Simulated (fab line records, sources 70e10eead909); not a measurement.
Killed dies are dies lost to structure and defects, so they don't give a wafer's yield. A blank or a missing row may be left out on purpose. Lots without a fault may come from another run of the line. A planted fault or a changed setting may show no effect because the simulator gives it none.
Chamber matching | flow nand_harc | NHARC_A_BLC_STRIP_21 on rie_diel-03: 4 sister chambers
The step strips in O2. 4 wafers are shown with their chamber, then 11 later ones without.

WAFERS WITH THEIR CHAMBER
wafer  | chamber | showerhead_plenum_p_Torr (Torr)
L089.6 | 1       | 3.39
L085.1 | 0       | 3.30
L085.2 | 2       | 3.60
L091.3 | 3       | 3.67

WAFERS WITHOUT THEIR CHAMBER
wafer  | showerhead_plenum_p_Torr (Torr)
L091.4 | 3.60
L091.5 | 3.30
L092.3 | 3.39
L092.5 | 3.67
L092.6 | 3.30
L094.1 | 3.59
L094.3 | 3.39
L094.6 | 3.67
L094.2 | 3.30
L094.4 | 3.67
L094.5 | 3.59

WHICH CHAMBER EACH WENT THROUGH
wafer  | from the rows above | in truth
L091.4 | 2                   | 2
L091.5 | 0                   | 0
L092.3 | 1                   | 1
L092.5 | 3                   | 3
L092.6 | 0                   | 0
L094.1 | 2                   | 2
L094.3 | 1                   | 1
L094.6 | 3                   | 3
L094.2 | 0                   | 0
L094.4 | 3                   | 3
L094.5 | 2                   | 2
Placed correctly: 11 of 11. Can't be placed from these rows: 0. Placed wrongly: 0.
How it was worked out, from the rows above alone: a wafer's distance from a chamber is the root of the sum, over the readings, of the square of ((its reading less the chamber's mean) divided by the reading's scatter). The wafer belongs to the nearest chamber; if the next one is less than 2 further off, it can't be placed. A chamber's mean is the mean of its shown wafers. The scatter: with one shown wafer a chamber, the root of the mean of the squares of how far each hidden wafer lies from its nearest shown one.
